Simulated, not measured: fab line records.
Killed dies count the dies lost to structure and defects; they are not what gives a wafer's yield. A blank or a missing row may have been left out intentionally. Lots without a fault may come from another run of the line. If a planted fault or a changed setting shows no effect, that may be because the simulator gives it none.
Matching of chambers ; flow n5_finfet ; 4 sister chambers for N5_HKMG_FIN_ALD_74 on ald_hk-03
The step deposits La2O3, target thk 0.5 nm, pulse time 6 s, co reactant pulse time 1 s. 4 wafers are shown with their chamber, then 7 later ones without.

== WAFERS WITH THEIR CHAMBER ==
wafer;chamber;heater_power_w (W)
L090.1;2;360
L090.6;3;339
L091.2;0;313
L091.3;1;362

== WAFERS MISSING THEIR CHAMBER ==
wafer;heater_power_w (W)
L091.4;339
L093.1;366
L093.5;315
L093.6;369
L095.1;360
L095.2;312
L095.4;358

== WHICH CHAMBER EACH ONE RAN IN ==
wafer;from the rows above;in truth
L091.4;3;3
L093.1;can't be placed: 1 or 2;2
L093.5;0;0
L093.6;can't be placed: 1 or 2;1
L095.1;can't be placed: 2 or 1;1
L095.2;0;0
L095.4;can't be placed: 2 or 1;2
3 of 7 placed correctly. These rows do not allow placing 4 (true chamber among the candidates in 4). Placed wrongly: 0.
How it was worked out, from the rows above alone: a wafer's distance from a chamber is the root of the sum, over the readings, of the square of ((its reading less the chamber's mean) divided by the reading's scatter). The wafer belongs to the nearest chamber; if the next one is less than 2 further off, it can't be placed. Each chamber's mean is taken over the wafers shown for it. The scatter: root of mean squared gap, hidden wafer to nearest shown wafer, with one shown wafer a chamber.
